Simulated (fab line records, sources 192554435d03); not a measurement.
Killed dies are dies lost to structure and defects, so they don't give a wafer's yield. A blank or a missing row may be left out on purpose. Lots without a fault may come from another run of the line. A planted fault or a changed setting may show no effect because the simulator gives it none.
Chamber matching | flow n5_finfet | N5_BEOL_M0_SAQP_SPACER1_ETCHBACK_99 on rie_diel-06: 4 sister chambers
The step etches SiO2 in CHF3/O2, target depth 15.4 nm, time 7.7 s. 14 wafers are shown with their chamber, then 7 later ones without.

WAFERS WITH THEIR CHAMBER
wafer  | chamber | drypump_motor_current_A (A) | showerhead_plenum_p_Torr (Torr) | rf_vpp_V (V)
L080.2 | 2       | 6.7                         | 2.34                            | 542
L080.3 | 3       | 5.2                         | 2.30                            | 517
L080.4 | 1       | 5.7                         | 2.52                            | 518
L083.2 | 3       | 5.2                         | 2.29                            | 517
L083.3 | 2       | 6.7                         | 2.34                            | 542
L083.6 | 0       | 5.7                         | 2.46                            | 541
L084.3 | 2       | 6.7                         | 2.34                            | 544
L084.5 | 0       | 5.7                         | 2.46                            | 540
L084.6 | 1       | 5.7                         | 2.52                            | 519
L086.3 | 3       | 5.1                         | 2.29                            | 519
L086.4 | 0       | 5.7                         | 2.46                            | 541
L086.5 | 3       | 5.2                         | 2.29                            | 519
L089.2 | 3       | 5.2                         | 2.29                            | 516
L089.5 | 1       | 5.7                         | 2.51                            | 519

SIGNATURES (means of the wafers above)
reading                  | chamber 0 | chamber 1 | chamber 2 | chamber 3 | scatter within a chamber
drypump_motor_current_A  | 5.700     | 5.700     | 6.700     | 5.180     | 0.0283
showerhead_plenum_p_Torr | 2.4600    | 2.5167    | 2.3400    | 2.2920    | 0.00383
rf_vpp_V                 | 540.67    | 518.67    | 542.67    | 517.60    | 1.06
Rule: a wafer's distance from a chamber is the root of the sum, over the readings, of the square of ((its reading less the chamber's mean) divided by the reading's scatter). The wafer belongs to the nearest chamber; if the next one is less than 2 further off, it can't be placed. The scatter: the root of (the sum of the squares of (reading less its chamber's mean) over the shown wafers, divided by (wafers less chambers)).

WAFERS WITHOUT THEIR CHAMBER
wafer  | drypump_motor_current_A (A) | showerhead_plenum_p_Torr (Torr) | rf_vpp_V (V)
L089.6 | 5.7                         | 2.46                            | 542
L091.1 | 5.7                         | 2.45                            | 542
L091.3 | 5.2                         | 2.29                            | 519
L091.6 | 5.2                         | 2.29                            | 518
L092.1 | 5.2                         | 2.29                            | 518
L092.2 | 5.8                         | 2.45                            | 540
L092.5 | 5.7                         | 2.51                            | 519

WHICH CHAMBER EACH WENT THROUGH
wafer  | from the rows above | in truth
L089.6 | 0                   | 0
L091.1 | 0                   | 0
L091.3 | 3                   | 3
L091.6 | 3                   | 3
L092.1 | 3                   | 3
L092.2 | 0                   | 0
L092.5 | 1                   | 1
Placed correctly: 7 of 7. Can't be placed from these rows: 0. Placed wrongly: 0.
